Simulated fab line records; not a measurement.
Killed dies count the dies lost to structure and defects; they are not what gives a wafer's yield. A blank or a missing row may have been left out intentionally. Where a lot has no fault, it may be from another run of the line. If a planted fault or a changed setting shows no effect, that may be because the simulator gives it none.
fab line records    flow n5-finfet    part 1 of 2: steps 1 to 20 of 30
record: lots: 5  wafers: 15  last-day: 17
route steps=1938 shown BEOL_M7@1267
lots that met no fault: from a run of the same line without faults
start-h: start of the lot's first displayed wafer, in hours after the record's first day    wait-h: time in hours since the lot's previous step    " same as the row above    L1.1+2: several wafers, shown together as one row    - no value, or no start was given    * or withheld: withheld    < > ~ a bound
route shown NAME@n: NAME is a module with steps in the file, n the number in the route of the first one    usual: mean/standard deviation of fault-free wafers    same: alike in all rows    chamber/n: place in a boat    sites: readings site by site    _std_site: standard deviation of those values    _edge_site: inner sites' mean taken away from outer sites' mean    radius-mm: for every site, how far away it sits from the centre of the wafer    mask NAME#n: copy n    behind: the most recent tool/chamber to have shaped the wafer    hold: why the lot was held/for how many hours/how that ended    device: the n, p or np transistor that did not switch    end of line: tests of these same wafers at the route's end    a step with no rows: only its recipe    killed: count of dies lost to structure and defects at first sort (not the wafer's yield)    map: a wafer's dies, marking killed ones x, the rest . and places with no die _
set.NAME: setting as actually run; set.NAME@STEP: the setting as run at that earlier step    model.NAME: the simulator's own value behind a step, which no gauge read
a table for each step, a row for each wafer; lots at some steps of the route
services: from which hour (start-h, from the record's first day; less than 0 if before it) a tool's chamber was out of use, for how many hours, and why
== steps ==
step: N5_BEOL_M7_HM_DEP_02
recipe: material: TiN  target-thk-a: 200  temp-c: 25  chamber-pressure-pa: 0.49996
usual: throttle-valve-pct: 30.0/0.83
lot.wafer  tool            chamber  start-h  wait-h  throttle-valve-pct
L079.2     pvd-sputter-01  -        222.96   0.2     27.9
L079.3     "               -        "        "       29.4
L079.6     "               -        "        "       28.1
L083.1     pvd-sputter-03  -        250.83   0.1     30.3
L083.3     "               -        "        "       31.1
L083.5     "               -        "        "       30.6
L089.2     pvd-sputter-01  -        295.71   1.8     30.4
L089.5     "               -        "        "       29.4
L089.6     "               -        "        "       29.3
L093.1     pvd-sputter-01  -        321.77   0.3     29.4
L093.5     "               -        "        "       30.3
L093.6     "               -        "        "       28.1
L096.1     pvd-sputter-02  -        337.00   1.3     30.8
L096.4     "               -        "        "       29.0
L096.6     "               -        "        "       30.6
step: N5_BEOL_M7_COAT_59
recipe: resist: SOC  temp-c: 250  time-s: 60  spin-rpm: 1500  resist-thk-nm: 100
usual: heater-power-total-W: 500.4/1.9  plate-temp-C: 249.99/0.18  spin-speed-rpm: 1500.0/0.99
lot.wafer  tool            chamber  start-h  wait-h  heater-power-total-W  plate-temp-C  spin-speed-rpm
L079.2     litho-track-05  0        223.08   0.1     502.7                 249.90        1500.7
L079.3     "               0        "        "       499.5                 249.65        1499.6
L079.6     "               0        "        "       498.1                 250.00        1500.1
L083.1     litho-track-05  0        250.96   0.1     501.5                 250.08        1499.4
L083.3     "               0        "        "       502.1                 249.91        1499.3
L083.5     "               0        "        "       499.7                 250.25        1500.5
L089.2     litho-track-02  0        295.84   0.1     500.7                 249.95        1497.6
L089.5     "               0        "        "       502.9                 249.98        1499.2
L089.6     "               0        "        "       502.7                 249.94        1500.7
L093.1     litho-track-03  0        321.89   0.1     499.5                 250.18        1501.3
L093.5     "               0        "        "       502.8                 250.01        1500.2
L093.6     "               0        "        "       499.9                 250.36        1501.0
L096.1     litho-track-02  0        337.12   0.1     498.2                 250.35        1500.2
L096.4     "               0        "        "       501.7                 249.94        1499.6
L096.6     "               0        "        "       501.1                 250.38        1498.4
step: N5_BEOL_M7_COAT_60
recipe: resist: SiARC  temp-c: 220  time-s: 60  spin-rpm: 1500  resist-thk-nm: 35
usual: heater-power-total-W: 427.5/2.2  plate-temp-C: 220.03/0.17  spin-speed-rpm: 1500.1/1
lot.wafer  tool            chamber  start-h  wait-h  heater-power-total-W  plate-temp-C  spin-speed-rpm
L079.2     litho-track-05  0        -        -       424.9                 220.01        1502.2
L079.3     "               0        "        "       425.1                 220.04        1500.5
L079.6     "               0        "        "       424.9                 220.07        1501.0
L083.1     litho-track-05  0        -        -       423.9                 220.19        1498.7
L083.3     "               0        "        "       429.6                 220.01        1498.9
L083.5     "               0        "        "       429.8                 220.27        1499.6
L089.2     litho-track-02  0        -        -       427.3                 219.98        1499.5
L089.5     "               0        "        "       426.7                 219.94        1501.4
L089.6     "               0        "        "       427.6                 220.00        1499.4
L093.1     litho-track-03  0        -        -       425.5                 219.80        1500.6
L093.5     "               0        "        "       424.2                 219.90        1500.3
L093.6     "               0        "        "       426.5                 219.89        1498.9
L096.1     litho-track-02  0        -        -       427.9                 219.83        1500.2
L096.4     "               0        "        "       426.7                 220.05        1499.6
L096.6     "               0        "        "       427.6                 219.86        1499.3
step: N5_BEOL_M7_COAT_05
recipe: resist: CAR-ArF  spin-rpm: 1500  resist-thk-nm: 90
usual: spin-speed-rpm: 1499.9/1
lot.wafer  tool            chamber  start-h  wait-h  spin-speed-rpm
L079.2     litho-track-05  0        -        -       1498.7
L079.3     "               0        "        "       1496.8
L079.6     "               0        "        "       1497.5
L083.1     litho-track-05  0        -        -       1500.1
L083.3     "               0        "        "       1499.5
L083.5     "               0        "        "       1498.8
L089.2     litho-track-02  0        -        -       1499.0
L089.5     "               0        "        "       1500.3
L089.6     "               0        "        "       1499.7
L093.1     litho-track-03  0        -        -       1500.2
L093.5     "               0        "        "       1500.4
L093.6     "               0        "        "       1498.5
L096.1     litho-track-02  0        -        -       1500.9
L096.4     "               0        "        "       1499.6
L096.6     "               0        "        "       1499.0
step: N5_BEOL_M7_EBR_07
recipe: solvent: PGMEA  ebr-width-mm: 1.5
lot.wafer   tool            chamber  start-h  wait-h
L079.2+3+6  litho-track-05  0        -        -
L083.1+3+5  litho-track-05  0        -        -
L089.2+5+6  litho-track-02  0        -        -
L093.1+5+6  litho-track-03  0        -        -
L096.1+4+6  litho-track-02  0        -        -
step: N5_BEOL_M7_SOFTBAKE_06
recipe: temp-c: 110  time-s: 60  resist: CAR-ArF
usual: heater-power-total-W: 175.3/1.6  plate-temp-C: 110.01/0.11
lot.wafer  tool            chamber  start-h  wait-h  heater-power-total-W  plate-temp-C
L079.2     litho-track-05  0        -        -       173.9                 110.09
L079.3     "               0        "        "       175.8                 109.89
L079.6     "               0        "        "       177.5                 109.85
L083.1     litho-track-05  0        -        -       175.0                 110.14
L083.3     "               0        "        "       174.4                 109.95
L083.5     "               0        "        "       173.3                 109.96
L089.2     litho-track-02  0        -        -       176.6                 110.04
L089.5     "               0        "        "       177.4                 109.94
L089.6     "               0        "        "       176.3                 109.80
L093.1     litho-track-03  0        -        -       173.0                 109.91
L093.5     "               0        "        "       174.7                 110.14
L093.6     "               0        "        "       176.3                 110.12
L096.1     litho-track-02  0        -        -       173.2                 110.06
L096.4     "               0        "        "       173.0                 110.13
L096.6     "               0        "        "       173.0                 110.09
step: N5_BEOL_M7_EXPOSE_08
recipe: mask-id: M7  na: 1.35  source-shape: dipole  sigma-inner: 0.817  sigma-outer: 0.97  polarization: te  dose-mj: 68.25
lot.wafer   tool             chamber  start-h  wait-h  mask
L079.2+3+6  arfi-scanner-01  0        223.33   -       M7#0
L083.1+3+5  arfi-scanner-02  0        251.23   -       M7#0
L089.2+5+6  arfi-scanner-03  0        296.09   -       M7#0
L093.1+5+6  arfi-scanner-03  0        322.14   -       M7#0
L096.1+4+6  arfi-scanner-01  0        337.37   -       M7#0
step: N5_BEOL_M7_PEB_09
recipe: peb-temp-c: withheld  peb-time-s: 60  resist: CAR-ArF
lot.wafer   tool            chamber  start-h  wait-h
L079.2+3+6  litho-track-03  0        223.39   0.0
L083.1+3+5  litho-track-02  0        251.29   0.1
L089.2+5+6  litho-track-03  0        296.15   0.0
L093.1+5+6  litho-track-03  0        322.20   0.1
L096.1+4+6  litho-track-03  0        337.43   0.1
step: N5_BEOL_M7_DEVELOP_10
recipe: develop-time-s: 30  developer: TMAH  resist: CAR-ArF  rinse-liquid: diw  dry: air-spin  dev-temp-c: 23
lot.wafer   tool            chamber  start-h  wait-h
L079.2+3+6  litho-track-03  0        -        -
L083.1+3+5  litho-track-02  0        -        -
L089.2+5+6  litho-track-03  0        -        -
L093.1+5+6  litho-track-03  0        -        -
L096.1+4+6  litho-track-03  0        -        -
step: N5_BEOL_M7_CD_MEAS_11
recipe: target-cd-nm: 38.5  landing-energy-ev: 500  detector: se-inlens  polarity: opening
usual: cd-nm: 38.6/0.43
lot.wafer  tool       chamber  start-h  wait-h  cd-nm
L079.2     cd-sem-02  0        223.46   -       38.4
L079.3     "          0        "        "       38.9
L079.6     "          0        "        "       39.2
L083.1     cd-sem-02  0        251.36   -       38.3
L083.3     "          0        "        "       38.8
L083.5     "          0        "        "       38.5
L089.2     cd-sem-01  0        296.22   -       38.3
L089.5     "          0        "        "       39.4
L089.6     "          0        "        "       38.8
L093.1     cd-sem-01  0        322.27   -       39.0
L093.5     "          0        "        "       38.0
L093.6     "          0        "        "       39.0
L096.1     cd-sem-03  0        337.50   -       38.9
L096.4     "          0        "        "       38.7
L096.6     "          0        "        "       38.7
step: N5_BEOL_M7_OVL_MEAS_12
recipe: points-per-wafer: 44
usual: M7_OVL: 0.2/0.71
lot.wafer  tool        chamber  start-h  wait-h  M7_OVL[nm]
L079.2     overlay-02  0        223.49   0.0     0.6
L079.3     "           0        "        "       0.4
L079.6     "           0        "        "       0.5
L083.1     overlay-02  0        251.39   0.0     0.1
L083.3     "           0        "        "       0.9
L083.5     "           0        "        "       0.8
L089.2     overlay-02  0        296.24   0.0     -0.3
L089.5     "           0        "        "       0.5
L089.6     "           0        "        "       0.6
L093.1     overlay-02  0        322.30   0.0     -0.2
L093.5     "           0        "        "       0.1
L093.6     "           0        "        "       1.4
L096.1     overlay-01  0        337.53   0.0     -0.5
L096.4     "           0        "        "       -0.3
L096.6     "           0        "        "       0.8
step: N5_BEOL_M7_INSPECT_13
recipe: mode: adi  inspect-instrument: brightfield
usual: raw-defect-count: 429/100
lot.wafer  tool               chamber  start-h  wait-h  raw-defect-count
L079.2     defect-inspect-01  -        223.51   0.0     518
L079.3     "                  -        "        "       382
L079.6     "                  -        "        "       591
L083.1     defect-inspect-01  -        251.41   0.0     336
L083.3     "                  -        "        "       323
L083.5     "                  -        "        "       374
L089.2     defect-inspect-02  -        296.27   0.0     575
L089.5     "                  -        "        "       425
L089.6     "                  -        "        "       466
L093.1     defect-inspect-02  -        322.32   0.0     369
L093.5     "                  -        "        "       458
L093.6     "                  -        "        "       318
L096.1     defect-inspect-02  -        337.55   0.0     593
L096.4     "                  -        "        "       534
L096.6     "                  -        "        "       467
step: N5_BEOL_M7_DESCUM_16
recipe: chemistry: O2  time-s: 7.9  source-power-w: 50  bias-power-w: 20  pressure-mtorr: 20  rf-frequency-hz: 2.712e+07  temp-c: 40  resist: CAR-ArF  o2-flow-sccm: 225
usual: drypump-motor-current-A: 5.8/0.51  oes-product-au: 0.76/0.079  rf-vpp-V: 242.8/1.3  showerhead-plenum-p-Torr: 2.07/0.066  temp-c: 40.00/0.12  throttle-valve-pct: 20.3/0.32
lot.wafer  tool         chamber  start-h  wait-h  drypump-motor-current-A  oes-product-au  rf-hours-counter-h  rf-vpp-V  showerhead-plenum-p-Torr  temp-c  throttle-valve-pct
L079.2     rie-diel-03  0        223.57   0.1     5.1                      0.69            246                 242.7     2.07                      40.19   20.8
L079.3     "            3        "        "       5.8                      0.78            109                 243.3     2.11                      39.79   20.2
L079.6     "            3        "        "       5.8                      0.77            -                   243.3     2.11                      39.90   20.2
L083.1     rie-diel-03  3        251.45   0.0     5.8                      0.76            117                 242.1     2.10                      40.01   20.2
L083.3     "            1        "        "       6.3                      0.68            245                 245.2     2.14                      39.89   20.2
L083.5     "            1        "        "       6.3                      0.67            -                   243.9     2.14                      40.00   20.2
L089.2     rie-diel-03  3        296.30   0.0     5.8                      0.76            129                 243.0     2.10                      39.82   20.2
L089.5     "            0        "        "       5.1                      0.95            -                   241.8     2.06                      40.02   20.5
L089.6     "            3        "        "       5.8                      0.75            -                   243.7     2.10                      39.97   20.2
L093.1     rie-diel-04  2        322.78   0.5     5.2                      0.71            191                 242.2     2.09                      39.93   20.2
L093.5     "            1        "        "       5.3                      0.79            -                   241.8     2.01                      39.97   20.1
L093.6     "            2        "        "       5.1                      0.71            -                   244.3     2.09                      39.88   20.2
L096.1     rie-diel-03  2        337.58   0.0     5.6                      0.70            251                 243.9     2.08                      39.97   20.9
L096.4     "            1        "        "       6.3                      0.91            -                   242.1     2.13                      40.01   19.8
L096.6     "            3        "        "       5.8                      0.74            -                   243.1     2.09                      39.83   20.2
step: N5_BEOL_M7_ETCH_61
recipe: chemistry: CF4  target: SiARC  target-depth-a: 455  mask-material: CAR-ArF  time-s: 75.8  ion-energy-ev: 80  pressure-mtorr: 40  source-w: 545  bias-w: 36  Ar_flow_sccm: 100  cf4-flow-sccm: 100  ends: cleared
usual: drypump-motor-current-A: 5.8/0.51  etch-rf-on-time-s: 76.2/1.2  oes-product-au: 0.65/0.068  rf-vpp-V: 184.0/1.1  showerhead-plenum-p-Torr: 2.12/0.063  throttle-valve-pct: 15.53/0.28
lot.wafer  tool         chamber  start-h  wait-h  drypump-motor-current-A  etch-rf-on-time-s  oes-product-au  rf-hours-counter-h  rf-vpp-V  showerhead-plenum-p-Torr  throttle-valve-pct
L079.2     rie-diel-03  0        223.60   0.0     5.1                      77.4               0.58            246                 183.7     2.12                      16.00
L079.3     "            3        "        "       5.8                      75.5               0.65            109                 183.2     2.15                      15.38
L079.6     "            3        "        "       5.8                      76.0               0.65            -                   184.7     2.15                      15.40
L083.1     rie-diel-03  3        251.48   0.0     5.8                      75.4               0.65            117                 183.4     2.15                      15.39
L083.3     "            1        "        "       6.3                      76.3               0.58            245                 185.1     2.19                      15.46
L083.5     "            1        "        "       6.3                      76.4               0.58            -                   185.0     2.19                      15.46
L089.2     rie-diel-03  3        296.34   0.0     5.8                      74.9               0.64            129                 183.7     2.15                      15.42
L089.5     "            0        "        "       5.1                      75.1               0.81            -                   183.1     2.12                      15.55
L089.6     "            3        "        "       5.8                      75.3               0.64            -                   184.1     2.15                      15.42
L093.1     rie-diel-04  2        322.82   0.0     5.1                      78.3               0.61            191                 184.6     2.12                      15.33
L093.5     "            1        "        "       5.3                      77.5               0.67            -                   183.3     2.06                      15.29
L093.6     "            2        "        "       5.2                      78.9               0.60            -                   182.4     2.12                      15.32
L096.1     rie-diel-03  2        337.62   0.0     5.6                      75.8               0.60            251                 183.1     2.11                      15.94
L096.4     "            1        "        "       6.3                      74.4               0.78            -                   185.3     2.18                      15.02
L096.6     "            3        "        "       5.8                      75.3               0.64            -                   184.3     2.14                      15.46
step: N5_BEOL_M7_ETCH_62
recipe: chemistry: N2/H2  target: SOC  target-depth-a: 1100  overetch-a: 220  mask-material: SiARC  temp-c: 40  time-s: 165  ion-energy-ev: 200  pressure-mtorr: 30  source-w: 840  bias-w: 150  n2-flow-sccm: 200  h2-flow-sccm: 200
usual: drypump-motor-current-A: 5.8/0.51  oes-product-au: 0.65/0.064  rf-vpp-V: 523.0/2.3  showerhead-plenum-p-Torr: 2.51/0.076  temp-c: 39.98/0.11  throttle-valve-pct: 17.75/0.27
lot.wafer  tool         chamber  start-h  wait-h  drypump-motor-current-A  oes-product-au  rf-hours-counter-h  rf-vpp-V  showerhead-plenum-p-Torr  temp-c  throttle-valve-pct
L079.2     rie-diel-03  0        223.66   0.0     5.1                      0.59            246                 522.2     2.49                      40.00   18.11
L079.3     "            3        "        "       5.8                      0.64            109                 524.3     2.57                      40.13   17.73
L079.6     "            3        "        "       5.8                      0.65            -                   524.3     2.57                      40.11   17.73
L083.1     rie-diel-03  3        251.54   0.0     5.8                      0.65            117                 523.2     2.57                      39.98   17.77
L083.3     "            1        "        "       6.3                      0.59            245                 526.8     2.61                      39.92   17.62
L083.5     "            1        "        "       6.3                      0.58            -                   524.9     2.61                      39.89   17.60
L089.2     rie-diel-03  3        296.39   0.0     5.8                      0.64            129                 525.2     2.57                      40.04   17.76
L089.5     "            0        "        "       5.1                      0.80            -                   521.9     2.49                      40.06   17.72
L089.6     "            3        "        "       5.8                      0.63            -                   521.9     2.56                      39.91   17.78
L093.1     rie-diel-04  2        322.87   0.0     5.2                      0.61            191                 524.4     2.52                      40.10   17.58
L093.5     "            1        "        "       5.3                      0.67            -                   521.0     2.45                      40.05   17.61
L093.6     "            2        "        "       5.2                      0.61            -                   523.5     2.52                      39.87   17.59
L096.1     rie-diel-03  2        337.68   0.0     5.6                      0.60            251                 522.4     2.48                      39.94   18.09
L096.4     "            1        "        "       6.3                      0.75            -                   524.5     2.60                      39.84   17.22
L096.6     "            3        "        "       5.8                      0.62            -                   524.2     2.56                      40.06   17.80
step: N5_BEOL_M7_STRIP_68
recipe: chemistry: N2/H2  temp-c: 40  n2-flow-sccm: 200  h2-flow-sccm: 200  rf-frequency-hz: 6e+07
lot.wafer   tool         chamber  start-h  wait-h
L079.2+3+6  rie-diel-03  0,3,3    223.79   0.1
L083.1+3+5  rie-diel-03  3,1,1    251.67   0.1
L089.2+5+6  rie-diel-03  3,0,3    296.53   0.1
L093.1+5+6  rie-diel-04  2,1,2    323.01   0.1
L096.1+4+6  rie-diel-03  2,1,3    337.81   0.1
step: N5_BEOL_M7_STRIP_67
recipe: chemistry: CF4  resist: SiARC  power-w: 300  bias-power-w: 75  pressure-mtorr: 50  cf4-flow-sccm: 150  rf-frequency-hz: 6e+07
usual: drypump-motor-current-A: 5.8/0.51  oes-product-au: 0.76/0.075  rf-vpp-V: 270.7/1.5  showerhead-plenum-p-Torr: 1.78/0.051  throttle-valve-pct: 13.52/0.28
lot.wafer  tool         chamber  start-h  wait-h  drypump-motor-current-A  oes-product-au  rf-hours-counter-h  rf-vpp-V  showerhead-plenum-p-Torr  throttle-valve-pct
L079.2     rie-diel-03  0        223.80   0.0     5.1                      0.70            246                 270.1     1.77                      13.98
L079.3     "            3        "        "       5.8                      0.77            109                 273.2     1.81                      13.39
L079.6     "            3        "        "       5.8                      0.76            -                   272.4     1.81                      13.37
L083.1     rie-diel-03  3        251.68   0.0     5.8                      0.76            117                 270.5     1.80                      13.39
L083.3     "            1        "        "       6.3                      0.69            245                 272.2     1.84                      13.52
L083.5     "            1        "        "       6.3                      0.68            -                   272.3     1.84                      13.52
L089.2     rie-diel-03  3        296.54   0.0     5.8                      0.74            129                 271.7     1.80                      13.43
L089.5     "            0        "        "       5.1                      0.94            -                   270.8     1.77                      13.43
L089.6     "            3        "        "       5.8                      0.76            -                   271.4     1.80                      13.42
L093.1     rie-diel-04  2        323.02   0.0     5.2                      0.73            191                 272.3     1.77                      13.33
L093.5     "            1        "        "       5.3                      0.79            -                   269.5     1.73                      13.30
L093.6     "            2        "        "       5.2                      0.72            -                   270.7     1.77                      13.33
L096.1     rie-diel-03  2        337.82   0.0     5.6                      0.71            251                 271.2     1.77                      13.96
L096.4     "            1        "        "       6.3                      0.89            -                   271.9     1.83                      13.00
L096.6     "            3        "        "       5.8                      0.73            -                   271.2     1.80                      13.47
step: N5_BEOL_M7_HM_OPEN_17
recipe: chemistry: Cl2/BCl3  target-depth-a: 200  overetch-a: 60  target: TiN  mask-material: SOC  ion-energy-ev: 150  pressure-mtorr: 10  icp-w: 1000  bias-w: 126  Cl2_flow_sccm: 53.25  bcl3-flow-sccm: 21.75  Ar_flow_sccm: 25
usual: drypump-motor-current-A: 6.1/0.34  mfc-cl2-sccm: 53.27/0.16  oes-product-au: 0.64/0.085  throttle-valve-pct: 22.09/0.26
lot.wafer  tool          chamber  start-h  wait-h  drypump-motor-current-A  mfc-cl2-sccm  oes-product-au  rf-hours-counter-h  throttle-valve-pct
L079.2     rie-metal-01  0        223.84   0.0     6.3                      53.28         0.58            100                 22.23
L079.3     "             1        "        "       6.3                      53.36         0.71            -                   21.73
L079.6     "             0        "        "       6.3                      53.35         0.57            -                   22.23
L083.1     rie-metal-03  0        251.72   0.0     5.3                      53.13         0.54            116                 21.93
L083.3     "             1        "        "       6.4                      53.18         0.61            -                   22.42
L083.5     "             1        "        "       6.4                      53.18         0.61            -                   22.41
L089.2     rie-metal-01  0        296.58   0.0     6.3                      53.01         0.56            107                 22.25
L089.5     "             0        "        "       6.3                      53.04         0.56            -                   22.27
L089.6     "             1        "        "       6.3                      53.08         0.69            -                   21.73
L093.1     rie-metal-03  1        323.06   0.0     6.4                      53.63         0.60            73                  22.42
L093.5     "             1        "        "       6.4                      53.32         0.60            -                   22.44
L093.6     "             0        "        "       5.3                      53.25         0.83            -                   21.68
L096.1     rie-metal-02  0        337.86   0.0     6.0                      53.39         0.79            7                   22.11
L096.4     "             1        "        "       5.9                      53.01         0.69            -                   22.20
L096.6     "             0        "        "       5.9                      53.23         0.78            -                   22.12
step: N5_BEOL_M7_STRIP_19
recipe: chemistry: O2  power-w: 400  temp-c: 40  pressure-mtorr: 30  rf-frequency-hz: 6e+07  bias-power-w: 0  overash-fraction: 0.2  o2-flow-sccm: 225
usual: drypump-motor-current-A: 5.8/0.65  oes-product-au: 0.77/0.084  rf-vpp-V: 3.6/0.6  showerhead-plenum-p-Torr: 2.09/0.067  temp-c: 40.01/0.12  throttle-valve-pct: 16.6/0.31
lot.wafer  tool         chamber  start-h  wait-h  drypump-motor-current-A  oes-product-au  rf-hours-counter-h  rf-vpp-V  showerhead-plenum-p-Torr  temp-c  throttle-valve-pct
L079.2     rie-diel-04  2        223.97   0.1     5.2                      0.74            161                 3.7       2.11                      40.00   16.4
L079.3     "            0        "        "       5.9                      0.73            145                 3.7       1.93                      39.98   16.7
L079.6     "            0        "        "       5.9                      0.73            -                   3.4       1.93                      40.03   16.7
L083.1     rie-diel-02  2        251.84   0.1     4.7                      0.90            23                  2.1       2.15                      39.86   16.5
L083.3     "            0        "        "       5.7                      0.68            241                 3.6       2.17                      39.94   17.3
L083.5     "            3        "        "       6.6                      0.84            -                   3.3       2.03                      39.97   16.2
L089.2     rie-diel-02  3        296.74   0.1     6.6                      0.82            86                  3.5       2.03                      40.03   16.3
L089.5     "            0        "        "       5.8                      0.97            -                   3.4       2.16                      40.02   16.9
L089.6     "            1        "        "       6.6                      0.66            -                   3.8       2.16                      39.95   17.0
L093.1     rie-diel-04  1        323.22   0.1     5.3                      0.79            126                 4.0       2.02                      39.91   16.4
L093.5     "            1        "        "       5.3                      0.79            -                   4.0       2.02                      39.83   16.4
L093.6     "            2        "        "       5.2                      0.70            -                   3.5       2.10                      40.09   16.5
L096.1     rie-diel-02  2        337.97   0.1     4.6                      0.85            50                  4.0       2.14                      40.05   16.5
L096.4     "            2        "        "       4.7                      0.85            -                   3.7       2.14                      39.98   16.6
L096.6     "            3        "        "       6.6                      0.81            -                   3.8       2.02                      40.01   16.3
step: N5_BEOL_M7_CD_MEAS_18
recipe: pitch-nm: 80  target-cd-nm: 40
usual: cd-nm: 40.2/0.51
lot.wafer  tool       chamber  start-h  wait-h  cd-nm
L079.2     cd-sem-01  -        224.04   0.1     39.9
L079.3     "          -        "        "       40.8
L079.6     "          -        "        "       41.0
L083.1     cd-sem-03  -        251.91   0.0     39.9
L083.3     "          -        "        "       40.1
L083.5     "          -        "        "       40.0
L089.2     cd-sem-01  -        296.82   0.1     40.1
L089.5     "          -        "        "       41.0
L089.6     "          -        "        "       39.7
L093.1     cd-sem-01  -        323.29   0.0     40.1
L093.5     "          -        "        "       39.9
L093.6     "          -        "        "       40.5
L096.1     cd-sem-02  -        338.04   0.0     40.5
L096.4     "          -        "        "       40.4
L096.6     "          -        "        "       40.4
